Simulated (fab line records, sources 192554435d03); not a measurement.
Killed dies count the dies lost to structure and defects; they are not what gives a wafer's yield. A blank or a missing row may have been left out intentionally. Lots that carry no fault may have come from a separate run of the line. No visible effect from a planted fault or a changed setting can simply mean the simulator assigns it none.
Matching of chambers || flow n5Finfet || rieSi-03 running N5_DUMMY_GATE_TRIM_49: 4 sister chambers
The step chemistry O2, time 29 s, target cd 14 nm. 16 wafers are shown with their chamber, then 8 later ones without.

## WAFERS PAIRED WITH THEIR CHAMBERS
{"wafer": "L076.2", "chamber": 1, "throttleValvePct (%)": 7.97, "oesProductAu (a.u.)": 1.009}
{"wafer": "L076.5", "chamber": 3, "throttleValvePct (%)": 8.10, "oesProductAu (a.u.)": 0.999}
{"wafer": "L076.6", "chamber": 0, "throttleValvePct (%)": 8.31, "oesProductAu (a.u.)": 1.008}
{"wafer": "L079.1", "chamber": 0, "throttleValvePct (%)": 8.32, "oesProductAu (a.u.)": 0.993}
{"wafer": "L079.2", "chamber": 3, "throttleValvePct (%)": 8.11, "oesProductAu (a.u.)": 1.003}
{"wafer": "L079.3", "chamber": 2, "throttleValvePct (%)": 8.30, "oesProductAu (a.u.)": 0.999}
{"wafer": "L080.3", "chamber": 2, "throttleValvePct (%)": 8.30, "oesProductAu (a.u.)": 1.012}
{"wafer": "L080.4", "chamber": 0, "throttleValvePct (%)": 8.32, "oesProductAu (a.u.)": 1.003}
{"wafer": "L080.5", "chamber": 0, "throttleValvePct (%)": 8.30, "oesProductAu (a.u.)": 1.007}
{"wafer": "L081.1", "chamber": 3, "throttleValvePct (%)": 8.10, "oesProductAu (a.u.)": 1.014}
{"wafer": "L081.5", "chamber": 2, "throttleValvePct (%)": 8.31, "oesProductAu (a.u.)": 1.011}
{"wafer": "L081.6", "chamber": 3, "throttleValvePct (%)": 8.11, "oesProductAu (a.u.)": 1.006}
{"wafer": "L084.1", "chamber": 3, "throttleValvePct (%)": 8.11, "oesProductAu (a.u.)": 0.998}
{"wafer": "L084.2", "chamber": 0, "throttleValvePct (%)": 8.32, "oesProductAu (a.u.)": 0.990}
{"wafer": "L084.3", "chamber": 1, "throttleValvePct (%)": 7.95, "oesProductAu (a.u.)": 0.983}
{"wafer": "L090.1", "chamber": 0, "throttleValvePct (%)": 8.32, "oesProductAu (a.u.)": 0.994}

SIGNATURES, as means of the wafers listed above
{"reading": "throttleValvePct", "chamber 0": 8.3150, "chamber 1": 7.9600, "chamber 2": 8.3033, "chamber 3": 8.1060, "scatter within a chamber": 0.00784}
{"reading": "oesProductAu", "chamber 0": 0.99917, "chamber 1": 0.99600, "chamber 2": 1.00733, "chamber 3": 1.00400, "scatter within a chamber": 0.00872}
Rule: for a wafer and a chamber, the distance is found by dividing, reading by reading, the gap between the wafer's reading and the chamber's mean by the reading's scatter, squaring, summing and taking the root. The wafer belongs to the nearest chamber; if the next one is less than 2 further off, it can't be placed. The scatter: take each reading less its chamber's mean, square it, sum over the shown wafers, divide by the number of wafers less the number of chambers, and take the root.

## WAFERS WITHOUT THEIR CHAMBER
{"wafer": "L090.2", "throttleValvePct (%)": 8.10, "oesProductAu (a.u.)": 1.005}
{"wafer": "L090.3", "throttleValvePct (%)": 7.97, "oesProductAu (a.u.)": 0.985}
{"wafer": "L092.1", "throttleValvePct (%)": 8.31, "oesProductAu (a.u.)": 0.994}
{"wafer": "L092.4", "throttleValvePct (%)": 8.31, "oesProductAu (a.u.)": 1.012}
{"wafer": "L092.6", "throttleValvePct (%)": 8.30, "oesProductAu (a.u.)": 1.011}
{"wafer": "L094.1", "throttleValvePct (%)": 8.31, "oesProductAu (a.u.)": 1.021}
{"wafer": "L094.2", "throttleValvePct (%)": 8.31, "oesProductAu (a.u.)": 1.001}
{"wafer": "L094.5", "throttleValvePct (%)": 8.11, "oesProductAu (a.u.)": 1.002}

## WHICH CHAMBER EACH ONE RAN IN
{"wafer": "L090.2", "from the rows above": 3, "in truth": 3}
{"wafer": "L090.3", "from the rows above": 1, "in truth": 1}
{"wafer": "L092.1", "from the rows above": "can't be placed: 0 or 2", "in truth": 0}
{"wafer": "L092.4", "from the rows above": "can't be placed: 2 or 0", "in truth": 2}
{"wafer": "L092.6", "from the rows above": "can't be placed: 2 or 0", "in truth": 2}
{"wafer": "L094.1", "from the rows above": "can't be placed: 2 or 0", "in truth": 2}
{"wafer": "L094.2", "from the rows above": "can't be placed: 0 or 2", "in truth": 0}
{"wafer": "L094.5", "from the rows above": 3, "in truth": 3}
Placed correctly: 3 of 8. Unplaceable from these rows: 5, with the true chamber sitting among the candidates in 5. Placed wrongly: 0.
